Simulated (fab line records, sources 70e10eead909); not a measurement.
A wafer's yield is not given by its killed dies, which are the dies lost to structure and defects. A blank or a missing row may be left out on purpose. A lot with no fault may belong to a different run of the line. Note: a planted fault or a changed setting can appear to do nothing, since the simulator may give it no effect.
fab line records    flow nand_harc
[record] lots = 24  wafers = 72  last_day = 33
route steps=1302 shown P_START@1 P_CONTACT@252 P_M0@267 P_M1@297
lots with no fault: from the same line, run without faults
start_h: start of the lot's first displayed wafer, in hours after the record's first day    wait_h: time in hours since the lot's previous step    " the same as in the row above    L1.1+2: a row that stands for several wafers    - value missing, or start not given    * or withheld: withheld    < > ~ a bound
route shown NAME@n: a module of which the file shows steps, and the number in the route of the first    usual: average and standard deviation across the fault-free wafers    same: alike in all rows    chamber/n: place in a boat    sites: each site's reading    _std_site: the standard deviation of these    _edge_site: inner sites' mean taken away from outer sites' mean    radius_mm: for every site, how far away it sits from the centre of the wafer    mask NAME#n: copy n    behind: the tool/chamber that last shaped the wafer    hold: the reason the lot was held/the length of the hold in hours/how it ended    device: which transistor (n, p or np) failed to switch    end of line: tests of these same wafers at the route's end    a step with no rows: only its recipe    killed: at the first sort, the dies lost to defects and structure; wafer yield is something else    map: per-die view of a wafer (x killed, . not killed, _ where there is no die)
set.NAME: the setting the step ran with; set.NAME@STEP: the setting that earlier step ran with    model.NAME: the simulator's own value behind a step, which no gauge read
the route's steps for a sample of lots (tables are steps, rows are wafers)
services: the hour from which a tool's chamber was out of use, counted from the record's first day as start_h (under 0 if before that day), plus the number of hours and why
[[steps]]
[step NHARC_P_START_INSPECT_01]
[usual] raw_defect_count = 3.8/2
lot.wafer  tool               chamber  start_h  wait_h  raw_defect_count
L074.1     defect_inspect-01  -        20.04    -       3
L074.4     "                  -        "        "       2
L074.5     "                  -        "        "       5
L075.1     defect_inspect-01  -        30.04    -       3
L075.5     "                  -        "        "       0
L075.6     "                  -        "        "       6
L076.2     defect_inspect-01  -        40.04    -       4
L076.3     "                  -        "        "       2
L076.4     "                  -        "        "       1
L077.2     defect_inspect-01  -        50.04    -       3
L077.5     "                  -        "        "       2
L077.6     "                  -        "        "       5
L078.1     defect_inspect-01  -        60.04    -       3
L078.3     "                  -        "        "       3
L078.5     "                  -        "        "       1
L079.3     defect_inspect-01  -        70.04    -       2
L079.5     "                  -        "        "       3
L079.6     "                  -        "        "       3
L080.4     defect_inspect-01  -        80.05    -       3
L080.5     "                  -        "        "       5
L080.6     "                  -        "        "       8
L081.1     defect_inspect-01  -        90.04    -       6
L081.2     "                  -        "        "       6
L081.3     "                  -        "        "       6
L082.3     defect_inspect-01  -        100.04   -       6
L082.4     "                  -        "        "       6
L082.5     "                  -        "        "       4
L083.1     defect_inspect-01  -        110.04   -       2
L083.4     "                  -        "        "       2
L083.6     "                  -        "        "       10
L084.2     defect_inspect-02  -        120.04   -       3
L084.3     "                  -        "        "       2
L084.6     "                  -        "        "       6
L085.2     defect_inspect-02  -        130.04   -       2
L085.3     "                  -        "        "       3
L085.4     "                  -        "        "       2
L086.1     defect_inspect-02  -        140.04   -       6
L086.4     "                  -        "        "       4
L086.6     "                  -        "        "       2
L087.2     defect_inspect-02  -        150.04   -       5
L087.4     "                  -        "        "       7
L087.5     "                  -        "        "       2
L088.2     defect_inspect-02  -        160.04   -       6
L088.3     "                  -        "        "       1
L088.5     "                  -        "        "       3
L089.3     defect_inspect-02  -        170.04   -       1
L089.4     "                  -        "        "       2
L089.5     "                  -        "        "       9
L090.1     defect_inspect-01  -        180.04   -       5
L090.3     "                  -        "        "       5
L090.6     "                  -        "        "       3
L091.1     defect_inspect-02  -        190.04   -       3
L091.3     "                  -        "        "       3
L091.4     "                  -        "        "       6
L092.1     defect_inspect-01  -        200.04   -       3
L092.2     "                  -        "        "       3
L092.5     "                  -        "        "       3
L093.3     defect_inspect-02  -        210.04   -       4
L093.5     "                  -        "        "       6
L093.6     "                  -        "        "       1
L094.1     defect_inspect-02  -        220.04   -       2
L094.4     "                  -        "        "       1
L094.5     "                  -        "        "       1
L095.2     defect_inspect-02  -        230.04   -       2
L095.5     "                  -        "        "       3
L095.6     "                  -        "        "       3
L096.1     defect_inspect-02  -        240.04   -       5
L096.5     "                  -        "        "       2
L096.6     "                  -        "        "       6
L097.1     defect_inspect-02  -        250.04   -       1
L097.4     "                  -        "        "       1
L097.5     "                  -        "        "       2
[step NHARC_P_CONTACT_INSPECT_27]
[usual] raw_defect_count = 300/130
lot.wafer  tool               chamber  start_h  wait_h  raw_defect_count
L074.1     defect_inspect-02  -        120.49   0.1     188
L074.4     "                  -        "        "       217
L074.5     "                  -        "        "       336
L075.1     defect_inspect-01  -        127.73   0.1     95
L075.5     "                  -        "        "       195
L075.6     "                  -        "        "       133
L076.2     defect_inspect-02  -        140.76   0.1     508
L076.3     "                  -        "        "       535
L076.4     "                  -        "        "       273
L077.2     defect_inspect-01  -        145.70   0.1     181
L077.5     "                  -        "        "       226
L077.6     "                  -        "        "       194
L078.1     defect_inspect-01  -        156.91   0.1     242
L078.3     "                  -        "        "       187
L078.5     "                  -        "        "       174
L079.3     defect_inspect-02  -        167.55   0.1     210
L079.5     "                  -        "        "       97
L079.6     "                  -        "        "       272
L080.4     defect_inspect-02  -        183.84   0.1     293
L080.5     "                  -        "        "       331
L080.6     "                  -        "        "       427
L081.1     defect_inspect-01  -        191.88   0.1     140
L081.2     "                  -        "        "       206
L081.3     "                  -        "        "       247
L082.3     defect_inspect-02  -        199.26   0.1     389
L082.4     "                  -        "        "       163
L082.5     "                  -        "        "       216
L083.1     defect_inspect-01  -        214.29   0.1     195
L083.4     "                  -        "        "       163
L083.6     "                  -        "        "       123
L084.2     defect_inspect-02  -        221.84   0.1     274
L084.3     "                  -        "        "       405
L084.6     "                  -        "        "       281
L085.2     defect_inspect-01  -        231.65   0.1     170
L085.3     "                  -        "        "       268
L085.4     "                  -        "        "       215
L086.1     defect_inspect-02  -        235.15   0.1     269
L086.4     "                  -        "        "       314
L086.6     "                  -        "        "       419
L087.2     defect_inspect-01  -        247.54   0.1     474
L087.4     "                  -        "        "       295
L087.5     "                  -        "        "       251
L088.2     defect_inspect-01  -        273.28   0.1     481
L088.3     "                  -        "        "       455
L088.5     "                  -        "        "       312
L089.3     defect_inspect-01  -        273.82   0.1     248
L089.4     "                  -        "        "       311
L089.5     "                  -        "        "       205
L090.1     defect_inspect-01  -        283.23   0.1     406
L090.3     "                  -        "        "       403
L090.6     "                  -        "        "       478
L091.1     defect_inspect-01  -        286.24   0.1     398
L091.3     "                  -        "        "       357
L091.4     "                  -        "        "       264
L092.1     defect_inspect-02  -        301.01   0.1     288
L092.2     "                  -        "        "       209
L092.5     "                  -        "        "       209
L093.3     defect_inspect-02  -        316.86   0.1     237
L093.5     "                  -        "        "       242
L093.6     "                  -        "        "       323
L094.1     defect_inspect-02  -        317.51   0.1     587
L094.4     "                  -        "        "       507
L094.5     "                  -        "        "       566
L095.2     defect_inspect-02  -        334.14   0.1     128
L095.5     "                  -        "        "       145
L095.6     "                  -        "        "       124
L096.1     defect_inspect-01  -        338.15   0.1     387
L096.5     "                  -        "        "       158
L096.6     "                  -        "        "       279
L097.1     defect_inspect-02  -        345.60   0.1     334
L097.4     "                  -        "        "       463
L097.5     "                  -        "        "       290
[step NHARC_P_M0_ETCH_34]
[recipe] target_depth_a = 400  overetch_a = 120  time_s = 43.94  ion_energy_ev = 200  n2_flow_sccm = 150  h2_flow_sccm = 150  ar_flow_sccm = 0  rf_w = 400  bias_w = 150  chemistry = N2/H2
[usual] drypump_motor_current_A = 5.7/0.56  oes_product_au = 1.001/0.0088  rf_vpp_V = 428.7/2.1  showerhead_plenum_p_Torr = 1.97/0.071  throttle_valve_pct = 14.170/0.0094
lot.wafer  tool         chamber  start_h  wait_h  drypump_motor_current_A  oes_product_au  rf_hours_counter_h  rf_vpp_V  showerhead_plenum_p_Torr  throttle_valve_pct
L074.4     rie_diel-01  2        121.54   0.1     4.9                      0.993           12                  431.4     2.08                      14.167
L074.1     "            1        "        "       5.0                      1.014           12                  426.1     1.89                      14.177
L074.5     "            2        "        "       4.9                      1.004           -                   432.9     2.08                      14.157
L075.1     rie_diel-01  2        128.92   0.1     5.0                      0.990           13                  431.6     2.08                      14.161
L075.6     "            3        "        "       6.3                      0.997           -                   428.1     1.96                      14.174
L075.5     "            0        "        "       6.0                      0.990           -                   427.4     1.95                      14.150
L076.3     rie_diel-05  2        141.98   0.1     6.2                      0.995           32                  432.1     2.10                      14.167
L076.2     "            3        "        "       5.8                      0.992           30                  428.0     1.94                      14.173
L076.4     "            0        "        "       6.7                      1.006           31                  427.8     1.94                      14.181
L077.2     rie_diel-11  0        147.52   0.8     6.3                      0.999           17                  430.3     2.04                      14.169
L077.6     "            2        "        "       5.5                      1.012           -                   426.8     1.93                      14.174
L077.5     "            3        "        "       5.4                      0.998           -                   427.4     1.89                      14.178
L078.1     rie_diel-11  2        158.08   0.1     5.5                      1.007           14                  426.7     1.93                      14.172
L078.3     "            0        "        "       6.3                      0.995           20                  431.0     2.04                      14.185
L078.5     "            2        "        "       5.5                      1.009           -                   428.5     1.93                      14.168
L079.3     rie_diel-01  3        168.61   0.1     6.3                      1.011           21                  430.0     1.96                      14.170
L079.6     "            2        "        "       5.0                      1.005           -                   430.1     2.08                      14.167
L079.5     "            3        "        "       6.3                      1.012           -                   429.9     1.96                      14.163
L080.4     rie_diel-11  1        185.10   0.1     5.8                      1.002           31                  429.7     2.00                      14.167
L080.5     "            1        "        "       5.8                      0.996           -                   429.9     2.00                      14.172
L080.6     "            2        "        "       5.5                      1.007           -                   427.7     1.93                      14.185
L081.3     rie_diel-01  0        192.94   0.1     6.1                      1.000           26                  427.9     1.94                      14.167
L081.2     "            1        "        "       4.9                      0.992           25                  427.1     1.88                      14.178
L081.1     "            3        "        "       6.3                      1.008           27                  430.4     1.96                      14.162
L082.3     rie_diel-01  3        200.31   0.1     6.3                      1.001           27                  427.4     1.96                      14.169
L082.4     "            0        "        "       6.0                      0.993           26                  428.1     1.94                      14.169
L082.5     "            2        "        "       5.0                      0.998           -                   431.1     2.07                      14.187
L083.4     rie_diel-01  1        215.49   0.1     5.0                      1.014           0                   426.3     1.88                      14.162
L083.1     "            2        "        "       5.0                      1.013           0                   430.6     2.07                      14.176
L083.6     "            3        "        "       6.3                      1.006           -                   428.5     1.96                      14.163
L084.3     rie_diel-05  3        223.02   0.1     5.7                      1.000           58                  428.2     1.93                      14.172
L084.2     "            0        "        "       6.7                      0.975           55                  427.9     1.93                      14.165
L084.6     "            3        "        "       5.7                      0.999           -                   429.1     1.93                      14.180
L085.4     rie_diel-01  1        232.82   0.1     4.9                      1.014           3                   425.3     1.88                      14.166
L085.3     "            3        "        "       6.3                      1.016           3                   427.5     1.96                      14.181
L085.2     "            0        "        "       6.0                      1.007           3                   427.4     1.94                      14.170
L086.1     rie_diel-01  0        236.21   0.1     6.0                      1.001           4                   428.3     1.94                      14.178
L086.4     "            2        "        "       4.9                      1.009           -                   431.0     2.07                      14.171
L086.6     "            3        "        "       6.3                      1.002           -                   428.3     1.96                      14.174
L087.2     rie_diel-05  1        248.72   0.1     5.3                      0.994           1                   427.6     1.96                      14.160
L087.4     "            2        "        "       6.2                      0.982           2                   432.2     2.09                      14.164
L087.5     "            3        "        "       5.8                      0.990           -                   426.1     1.93                      14.193
L088.2     rie_diel-05  1        274.46   0.1     5.3                      0.990           9                   429.5     1.96                      14.154
L088.3     "            2        "        "       6.2                      0.991           10                  432.0     2.09                      14.173
L088.5     "            3        "        "       5.7                      0.989           -                   426.6     1.93                      14.178
L089.4     rie_diel-05  2        275.05   0.1     6.3                      0.984           11                  433.3     2.09                      14.160
L089.3     "            0        "        "       6.7                      1.003           12                  428.0     1.92                      14.165
L089.5     "            1        "        "       5.3                      0.994           -                   427.1     1.96                      14.169
L090.3     rie_diel-01  1        284.29   0.1     5.0                      0.997           11                  425.5     1.88                      14.171
L090.1     "            2        "        "       5.0                      1.002           16                  431.6     2.07                      14.184
L090.6     "            1        "        "       4.9                      0.980           -                   425.3     1.88                      14.163
L091.1     rie_diel-01  3        287.29   0.1     6.3                      1.000           15                  427.0     1.95                      14.175
L091.3     "            1        "        "       4.9                      0.994           11                  426.5     1.88                      14.168
L091.4     "            2        "        "       4.9                      1.001           16                  432.5     2.07                      14.169
L092.1     rie_diel-01  2        302.06   0.1     4.9                      1.005           18                  431.7     2.07                      14.161
L092.2     "            0        "        "       6.0                      1.002           13                  427.4     1.94                      14.169
L092.5     "            3        "        "       6.3                      1.013           -                   426.9     1.95                      14.156
L093.3     rie_diel-01  0        318.04   0.1     6.0                      0.988           16                  427.7     1.94                      14.172
L093.6     "            3        "        "       6.3                      1.005           -                   428.3     1.95                      14.184
L093.5     "            0        "        "       6.0                      0.995           -                   428.1     1.94                      14.177
L094.4     rie_diel-11  2        318.68   0.1     5.5                      1.009           17                  427.0     1.91                      14.190
L094.1     "            0        "        "       6.3                      0.998           18                  429.8     2.02                      14.161
L094.5     "            2        "        "       5.5                      1.005           -                   426.6     1.91                      14.174
L095.2     rie_diel-11  2        335.33   0.1     5.5                      1.003           28                  426.2     1.91                      14.155
L095.6     "            1        "        "       5.8                      0.998           -                   428.6     1.98                      14.166
L095.5     "            2        "        "       5.5                      1.007           -                   427.3     1.91                      14.170
L096.1     rie_diel-01  0        339.21   0.1     6.0                      0.994           19                  428.2     1.94                      14.175
L096.6     "            2        "        "       4.9                      1.019           -                   432.6     2.06                      14.175
L096.5     "            3        "        "       6.3                      1.013           -                   429.8     1.95                      14.175
L097.4     rie_diel-01  3        346.72   0.1     6.3                      1.009           25                  427.2     1.95                      14.176
L097.1     "            0        "        "       6.0                      1.007           20                  427.1     1.94                      14.159
L097.5     "            3        "        "       6.3                      1.014           -                   428.5     1.95                      14.169
[step NHARC_P_M0_STRIP_18]
[recipe] power_w = 1000  n2_flow_sccm = 150  h2_flow_sccm = 150  ar_flow_sccm = 0  bias_w = 0  chemistry = N2/H2
[usual] drypump_motor_current_A = 5.7/0.54  oes_product_au = 0.999/0.009  power_w = 1000.0/3  rf_vpp_V = 90.3/0.92  showerhead_plenum_p_Torr = 1.97/0.073  throttle_valve_pct = 14.172/0.0091
lot.wafer  tool         chamber  start_h  wait_h  drypump_motor_current_A  oes_product_au  power_w  rf_hours_counter_h  rf_vpp_V  showerhead_plenum_p_Torr  throttle_valve_pct
L074.1     rie_diel-01  3        121.83   0.1     6.3                      1.000           1004.5   14                  89.4      1.96                      14.169
L074.4     "            0        "        "       6.0                      1.002           999.7    13                  90.5      1.95                      14.172
L074.5     "            0        "        "       6.0                      1.005           1003.4   -                   90.8      1.95                      14.186
L075.1     rie_diel-01  1        129.24   0.1     5.0                      1.010           998.0    13                  89.9      1.89                      14.183
L075.6     "            3        "        "       6.3                      1.005           1001.1   -                   89.7      1.96                      14.178
L075.5     "            0        "        "       6.1                      1.007           999.5    -                   90.8      1.95                      14.162
L076.4     rie_diel-05  2        142.27   0.1     6.2                      0.984           999.4    32                  90.9      2.10                      14.169
L076.3     "            0        "        "       6.7                      0.991           999.3    31                  88.3      1.94                      14.169
L076.2     "            1        "        "       5.3                      0.981           997.7    31                  90.1      1.97                      14.163
L077.2     rie_diel-11  0        147.84   0.1     6.2                      0.995           999.7    17                  91.1      2.04                      14.169
L077.5     "            2        "        "       5.5                      1.004           998.7    -                   89.4      1.93                      14.165
L077.6     "            3        "        "       5.4                      0.996           999.3    -                   90.0      1.89                      14.177
L078.3     rie_diel-11  0        158.37   0.1     6.3                      0.995           998.7    20                  90.3      2.04                      14.165
L078.1     "            1        "        "       5.8                      0.996           998.9    21                  90.8      2.00                      14.160
L078.5     "            0        "        "       6.3                      1.002           1001.9   -                   91.3      2.04                      14.169
L079.3     rie_diel-05  1        168.94   0.1     5.3                      0.983           999.2    39                  91.0      1.97                      14.187
L079.5     "            3        "        "       5.8                      0.985           1006.7   -                   89.7      1.94                      14.180
L079.6     "            0        "        "       6.7                      0.987           1000.8   -                   90.7      1.93                      14.167
L080.6     rie_diel-11  2        185.52   0.2     5.5                      0.992           1001.8   -                   90.9      1.93                      14.180
L080.4     "            3        "        "       5.3                      0.999           1007.7   -                   88.8      1.88                      14.177
L080.5     "            1        "        "       5.8                      0.993           1003.8   -                   91.5      2.00                      14.169
L081.2     rie_diel-11  3        193.22   0.1     5.4                      0.992           1002.9   33                  91.3      1.88                      14.178
L081.1     "            0        "        "       6.2                      0.996           995.1    32                  90.2      2.03                      14.169
L081.3     "            1        "        "       5.8                      0.992           1001.0   35                  90.1      2.00                      14.175
L082.3     rie_diel-01  3        200.62   0.1     6.3                      1.007           1000.1   27                  91.9      1.96                      14.152
L082.4     "            0        "        "       6.1                      1.003           1002.1   26                  90.5      1.94                      14.179
L082.5     "            2        "        "       4.9                      0.996           1004.2   -                   90.4      2.07                      14.193
L083.4     rie_diel-05  2        215.76   0.1     6.2                      0.988           1001.3   59                  91.0      2.09                      14.167
L083.1     "            3        "        "       5.8                      0.996           999.0    56                  89.2      1.93                      14.153
L083.6     "            3        "        "       5.8                      0.985           996.1    -                   90.1      1.93                      14.162
L084.2     rie_diel-11  1        223.30   0.1     5.8                      0.982           1002.8   48                  90.6      2.00                      14.176
L084.3     "            2        "        "       5.5                      1.004           1000.8   37                  89.7      1.92                      14.183
L084.6     "            2        "        "       5.5                      1.002           1000.5   -                   89.8      1.92                      14.186
L085.4     rie_diel-01  1        233.10   0.1     5.0                      0.999           1001.8   3                   90.3      1.88                      14.175
L085.3     "            2        "        "       5.0                      1.018           997.7    3                   91.4      2.07                      14.168
L085.2     "            0        "        "       6.0                      1.000           998.0    3                   89.4      1.94                      14.174
L086.1     rie_diel-01  3        236.60   0.1     6.3                      1.006           999.7    4                   89.4      1.96                      14.180
L086.6     "            2        "        "       5.0                      1.010           997.1    -                   91.0      2.07                      14.181
L086.4     "            3        "        "       6.3                      1.003           1006.3   -                   90.3      1.96                      14.178
L087.2     rie_diel-05  0        249.03   0.1     6.7                      1.001           1001.2   1                   89.7      1.93                      14.184
L087.4     "            1        "        "       5.3                      0.991           997.7    1                   90.1      1.96                      14.176
L087.5     "            0        "        "       6.7                      1.008           1000.3   -                   89.1      1.93                      14.180
L088.3     rie_diel-01  2        274.78   0.1     5.0                      0.992           998.1    13                  90.6      2.07                      14.159
L088.2     "            1        "        "       5.0                      0.995           1004.8   9                   92.0      1.88                      14.175
L088.5     "            2        "        "       5.0                      1.014           994.7    -                   91.4      2.07                      14.173
L089.4     rie_diel-01  3        275.35   0.1     6.3                      1.000           1000.3   13                  90.7      1.96                      14.176
L089.3     "            0        "        "       6.0                      0.998           1003.9   10                  90.5      1.94                      14.162
L089.5     "            3        "        "       6.3                      0.993           1003.2   -                   90.4      1.96                      14.175
L090.1     rie_diel-05  3        284.62   0.1     5.8                      0.993           1004.4   14                  89.6      1.93                      14.176
L090.3     "            0        "        "       6.7                      1.013           997.1    15                  89.7      1.92                      14.162
L090.6     "            1        "        "       5.3                      1.006           1002.4   -                   89.5      1.96                      14.169
L091.4     rie_diel-11  1        287.57   0.1     5.8                      0.990           997.5    9                   91.3      1.99                      14.155
L091.1     "            3        "        "       5.4                      0.992           1006.8   7                   91.4      2.22                      14.174
L091.3     "            0        "        "       6.3                      0.991           998.9    9                   91.3      2.02                      14.155
L092.1     rie_diel-05  3        302.35   0.1     5.7                      0.992           1000.9   21                  90.2      1.93                      14.176
L092.2     "            2        "        "       6.2                      0.989           998.4    22                  91.0      2.09                      14.188
L092.5     "            0        "        "       6.7                      1.010           1001.3   -                   89.6      1.92                      14.169
L093.3     rie_diel-01  0        318.37   0.1     6.0                      0.986           997.0    16                  89.1      1.94                      14.179
L093.6     "            2        "        "       4.9                      1.008           996.0    -                   92.2      2.06                      14.159
L093.5     "            3        "        "       6.3                      1.006           1004.0   -                   90.8      1.95                      14.189
L094.4     rie_diel-01  3        318.97   0.1     6.3                      1.003           994.8    21                  91.3      1.95                      14.181
L094.1     "            0        "        "       6.0                      0.990           998.8    16                  89.0      1.94                      14.171
L094.5     "            3        "        "       6.3                      1.010           996.4    -                   91.2      1.95                      14.167
L095.2     rie_diel-01  0        335.66   0.1     6.0                      1.003           994.2    19                  90.7      1.94                      14.191
L095.6     "            2        "        "       4.9                      1.004           997.7    -                   91.6      2.06                      14.179
L095.5     "            3        "        "       6.3                      1.005           1001.8   -                   90.8      1.95                      14.169
L096.1     rie_diel-01  1        339.49   0.1     5.0                      1.007           998.2    20                  89.6      1.88                      14.177
L096.5     "            1        "        "       4.9                      1.008           1000.4   -                   90.0      1.88                      14.171
L096.6     "            2        "        "       4.9                      0.990           991.7    -                   92.1      2.06                      14.157
L097.4     rie_diel-11  3        347.03   0.1     5.4                      1.001           997.0    27                  91.3      2.21                      14.167
L097.1     "            0        "        "       6.3                      0.993           999.0    33                  91.7      2.01                      14.173
L097.5     "            3        "        "       5.4                      0.995           993.4    -                   92.7      2.21                      14.171
[step NHARC_P_M0_THK_MEAS_24]
[recipe] thk_meas_gauge = xrf
[usual] thk_nm = 117.2/1.3
lot.wafer  tool           chamber  start_h  wait_h  thk_nm
L074.1     film_metro-02  -        123.81   -       116.9
L074.4     "              -        "        "       118.3
L074.5     "              -        "        "       117.6
L075.1     film_metro-01  -        131.14   -       117.3
L075.5     "              -        "        "       115.5
L075.6     "              -        "        "       117.4
L076.2     film_metro-02  -        144.23   -       116.5
L076.3     "              -        "        "       117.3
L076.4     "              -        "        "       116.0
L077.2     film_metro-01  -        149.72   -       116.6
L077.5     "              -        "        "       117.0
L077.6     "              -        "        "       117.0
L078.1     film_metro-02  -        160.31   -       115.0
L078.3     "              -        "        "       118.7
L078.5     "              -        "        "       117.4
L079.3     film_metro-02  -        170.87   -       116.3
L079.5     "              -        "        "       118.2
L079.6     "              -        "        "       115.7
L080.4     film_metro-01  -        187.41   -       118.2
L080.5     "              -        "        "       118.0
L080.6     "              -        "        "       116.6
L081.1     film_metro-02  -        195.16   -       117.0
L081.2     "              -        "        "       117.7
L081.3     "              -        "        "       117.2
L082.3     film_metro-01  -        202.62   -       116.2
L082.4     "              -        "        "       116.3
L082.5     "              -        "        "       116.6
L083.1     film_metro-01  -        217.74   -       117.3
L083.4     "              -        "        "       118.4
L083.6     "              -        "        "       115.5
L084.2     film_metro-02  -        225.25   -       120.7
L084.3     "              -        "        "       116.7
L084.6     "              -        "        "       118.5
L085.2     film_metro-02  -        235.10   -       115.6
L085.3     "              -        "        "       116.8
L085.4     "              -        "        "       115.6
L086.1     film_metro-02  -        238.54   -       117.3
L086.4     "              -        "        "       115.6
L086.6     "              -        "        "       115.6
L087.2     film_metro-02  -        250.94   -       117.9
L087.4     "              -        "        "       116.0
L087.5     "              -        "        "       117.7
L088.2     film_metro-02  -        276.72   -       116.5
L088.3     "              -        "        "       119.0
L088.5     "              -        "        "       115.8
L089.3     film_metro-02  -        277.31   -       116.7
L089.4     "              -        "        "       117.1
L089.5     "              -        "        "       119.0
L090.1     film_metro-01  -        286.83   -       118.5
L090.3     "              -        "        "       115.4
L090.6     "              -        "        "       119.1
L091.1     film_metro-01  -        289.52   -       118.9
L091.3     "              -        "        "       118.1
L091.4     "              -        "        "       117.9
L092.1     film_metro-01  -        304.34   -       117.5
L092.2     "              -        "        "       117.8
L092.5     "              -        "        "       118.3
L093.3     film_metro-02  -        320.27   -       118.0
L093.5     "              -        "        "       119.1
L093.6     "              -        "        "       117.9
L094.1     film_metro-02  -        320.94   -       115.3
L094.4     "              -        "        "       116.5
L094.5     "              -        "        "       116.5
L095.2     film_metro-02  -        337.55   -       118.6
L095.5     "              -        "        "       115.6
L095.6     "              -        "        "       117.5
L096.1     film_metro-02  -        341.44   -       118.0
L096.5     "              -        "        "       117.4
L096.6     "              -        "        "       114.8
L097.1     film_metro-02  -        348.97   -       117.4
L097.4     "              -        "        "       114.9
L097.5     "              -        "        "       116.9
[step NHARC_P_M1_INSPECT_11]
[usual] raw_defect_count = 4.4/2.7
lot.wafer  tool               chamber  start_h  wait_h  raw_defect_count
L074.1     defect_inspect-01  -        125.49   0.0     4
L074.4     "                  -        "        "       9
L074.5     "                  -        "        "       6
L075.1     defect_inspect-01  -        132.80   0.0     1
L075.5     "                  -        "        "       1
L075.6     "                  -        "        "       2
L076.2     defect_inspect-02  -        145.90   0.0     6
L076.3     "                  -        "        "       4
L076.4     "                  -        "        "       1
L077.2     defect_inspect-01  -        151.25   0.0     3
L077.5     "                  -        "        "       3
L077.6     "                  -        "        "       3
L078.1     defect_inspect-01  -        161.98   0.0     10
L078.3     "                  -        "        "       3
L078.5     "                  -        "        "       2
L079.3     defect_inspect-02  -        172.55   0.0     2
L079.5     "                  -        "        "       8
L079.6     "                  -        "        "       5
L080.4     defect_inspect-02  -        188.96   0.0     6
L080.5     "                  -        "        "       0
L080.6     "                  -        "        "       2
L081.1     defect_inspect-01  -        196.69   0.0     4
L081.2     "                  -        "        "       0
L081.3     "                  -        "        "       4
L082.3     defect_inspect-01  -        204.40   0.0     5
L082.4     "                  -        "        "       11
L082.5     "                  -        "        "       7
L083.1     defect_inspect-02  -        219.29   0.0     1
L083.4     "                  -        "        "       5
L083.6     "                  -        "        "       3
L084.2     defect_inspect-02  -        226.77   0.0     4
L084.3     "                  -        "        "       2
L084.6     "                  -        "        "       6
L085.2     defect_inspect-01  -        236.84   0.0     4
L085.3     "                  -        "        "       8
L085.4     "                  -        "        "       3
L086.1     defect_inspect-01  -        240.20   0.0     4
L086.4     "                  -        "        "       3
L086.6     "                  -        "        "       6
L087.2     defect_inspect-02  -        252.62   0.0     5
L087.4     "                  -        "        "       5
L087.5     "                  -        "        "       6
L088.2     defect_inspect-01  -        278.39   0.0     1
L088.3     "                  -        "        "       2
L088.5     "                  -        "        "       6
L089.3     defect_inspect-01  -        279.41   0.0     5
L089.4     "                  -        "        "       3
L089.5     "                  -        "        "       4
L090.1     defect_inspect-01  -        288.91   0.0     6
L090.3     "                  -        "        "       4
L090.6     "                  -        "        "       2
L091.1     defect_inspect-02  -        291.20   0.0     3
L091.3     "                  -        "        "       7
L091.4     "                  -        "        "       3
L092.1     defect_inspect-01  -        305.99   0.0     4
L092.2     "                  -        "        "       5
L092.5     "                  -        "        "       2
L093.3     defect_inspect-01  -        321.82   0.0     3
L093.5     "                  -        "        "       3
L093.6     "                  -        "        "       6
L094.1     defect_inspect-01  -        322.65   0.0     5
L094.4     "                  -        "        "       0
L094.5     "                  -        "        "       6
L095.2     defect_inspect-02  -        339.23   0.0     3
L095.5     "                  -        "        "       3
L095.6     "                  -        "        "       9
L096.1     defect_inspect-01  -        343.01   0.0     6
L096.5     "                  -        "        "       4
L096.6     "                  -        "        "       7
L097.1     defect_inspect-02  -        350.65   0.0     2
L097.4     "                  -        "        "       3
L097.5     "                  -        "        "       3
[[services]]
tool         chamber  start_h  hours  kind
rie_diel-11  -        99.96    0.5    repair
rie_diel-05  -        103.48   0.1    repair
rie_diel-01  0        109.47   -      clean
rie_diel-01  1        109.47   -      clean
rie_diel-01  2        109.47   -      clean
rie_diel-01  3        109.47   -      clean
rie_diel-11  2        109.90   2.3    repair
rie_diel-11  2        118.34   20.8   repair
rie_diel-05  -        132.53   0.2    repair
rie_diel-01  0        134.14   -      clean
rie_diel-01  1        134.14   -      clean
rie_diel-05  0        174.01   4.1    repair
rie_diel-11  0        185.33   2.5    repair
rie_diel-05  0        185.82   1.2    repair
rie_diel-01  -        203.80   9.0    pm
rie_diel-05  -        229.66   9.0    pm
rie_diel-01  1        234.14   4.8    repair
rie_diel-11  -        256.46   9.0    pm
rie_diel-01  0        261.34   3.7    repair
rie_diel-05  3        264.60   8.2    repair
rie_diel-11  -        271.26   0.4    repair
rie_diel-05  -        296.14   1.3    repair
rie_diel-11  3        300.84   11.5   repair
rie_diel-05  -        313.51   12.1   repair
[[key]]
fault none
